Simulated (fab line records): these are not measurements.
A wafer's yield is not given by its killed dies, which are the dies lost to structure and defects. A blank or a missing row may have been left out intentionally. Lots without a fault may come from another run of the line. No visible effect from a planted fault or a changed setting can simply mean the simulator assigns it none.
A lot that was struck, set against a sound lot || flow n5Finfet || 16 out of 1938 route steps
Sound: wafers L671.1, L671.5, L671.6. Wafers struck: L681.1, L681.3, L681.4. The cause is named last.
Order at every step that has rows: each side's tool, ch and its chambers, its first start. Under that, the readings that differ: sound wafers || struck wafers || difference of the means || sigmas: that difference in standard deviations of wafers without a fault.
alike: words and numbers the same on both sides, and readings whose means are apart by under 2 such deviations; not compared: readings that were withheld, readings missing a value for some wafer, numbers with overlapping values and no deviation given by the record, and bounds like >300 which may hide the same value.
Wherever a step has rows on one side only, a row that says differs or no value, or a row with sigmas, the two part there. Non-overlapping numbers with no deviation appear without sigmas and do not part them. A reading missing from all wafers of one side parts the sides only when that side holds two or more wafers.

first, 7 steps without rows for these wafers: N5_WELL_APT_COAT_02 (resist thk 950 nm); N5_WELL_APT_EBR_04; N5_WELL_APT_SOFTBAKE_03 (time 60 s); N5_WELL_APT_EXPOSE_05 (exposes mask NWELL, defocus 0 nm, target cd 200 nm); N5_WELL_APT_PEB_06 (peb time 90 s); N5_WELL_APT_DEVELOP_07 (develop time 45 s); N5_WELL_APT_HARDBAKE_12 (time 120 s).
N5_WELL_APT_CD_MEAS_08: the cd target is 200 nm.
  sound on cdSem-01 ch 0, day 2 13:43; struck on cdSem-03 ch 0, day 5 01:47
  alike: cdNm
N5_WELL_APT_OVL_MEAS_09:
  sound on overlay-02 ch 0, day 2 13:44; struck on overlay-02 ch 0, day 5 01:49
  alike: NWELL_OVL
N5_WELL_APT_INSPECT_10: inspects for defects (macro).
  sound: defectInspect-01 at day 2 13:46; struck: defectInspect-01 at day 5 01:50
  alike: rawDefectCount
N5_WELL_APT_DESCUM_13: chemistry O2, time 7.9 s.
  sound on rieDiel-01 ch 2,3, day 2 13:47; struck on rieDiel-01 ch 0,1,2, day 5 01:53
  alike: drypumpMotorCurrentA, oesProductAu, rfVppV, showerheadPlenumPTorr, throttleValvePct
  not compared: rfHoursCounterH
after that, 1 step had no rows for these wafers: N5_WELL_APT_IMPLANT_14.
N5_WELL_APT_IMPLANT_15:
  sound on implanter-02 ch 0, day 2 14:04; struck on implanter-02 ch 0, day 5 02:10
{"reading": "doseIonsCm2", "sound": "1.5004e+13 1.4992e+13 1.4978e+13", "struck": "1.6487e+13 1.6474e+13 1.6477e+13", "difference": "+1.4880e+12", "sigmas": "+99 or more"}
{"reading": "faradayCurrentUA", "sound": "188 193 187", "struck": "209 208 209", "difference": "+19", "sigmas": "+5"}
  alike: endStationPressureTorr
then, 1 step without rows for these wafers: N5_WELL_APT_STRIP_16 (strips in SPM, time 900 s).
-- the record jumps here: 6 days lie between the struck wafers' starts before and after (it left off in module WELL_APT and takes up again in module BEOL_M4, whose first step shown is number 1111 of the route) --
N5_BEOL_M4_RC_MEAS_101:
  sound on prober-01 ch 0, day 9 03:53; struck on prober-02 ch 0, day 11 12:16
  alike: DIBL_N, DIBL_P, IOFF_N, IOFF_P, ION_N, ION_P, SS_N, SS_P, VT_N, VT_P
-- the record jumps here: 5 days lie between the struck wafers' starts before and after (it left off in module BEOL_M4 and takes up again in module PASSIVATION, whose first step shown is number 1936 of the route) --
N5_PASSIVATION_PROBE_49:
  sound: prober-02 at day 13 15:30; struck: prober-02 at day 16 03:59
  alike: defectLimitedYield, killed_at_M0_to_M3, killed_at_M4_up, killedAtContacts, killedAtFrontEnd, killedAtOther, killedDies, killedOpen, killedShort, sort_bin_5_function, sort_bin_6_memory, sort_bin_8_speed, sortNPass, sortYieldPct

## WHERE THEY PART
Only at N5_WELL_APT_IMPLANT_15, within this record. Later steps at which nothing parts them and some readings are alike: N5_BEOL_M4_RC_MEAS_101, N5_PASSIVATION_PROBE_49.

WHY: what the simulator had put in
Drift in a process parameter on implanter-02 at N5_WELL_APT_IMPLANT_15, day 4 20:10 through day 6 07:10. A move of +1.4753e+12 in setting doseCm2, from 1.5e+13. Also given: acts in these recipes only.
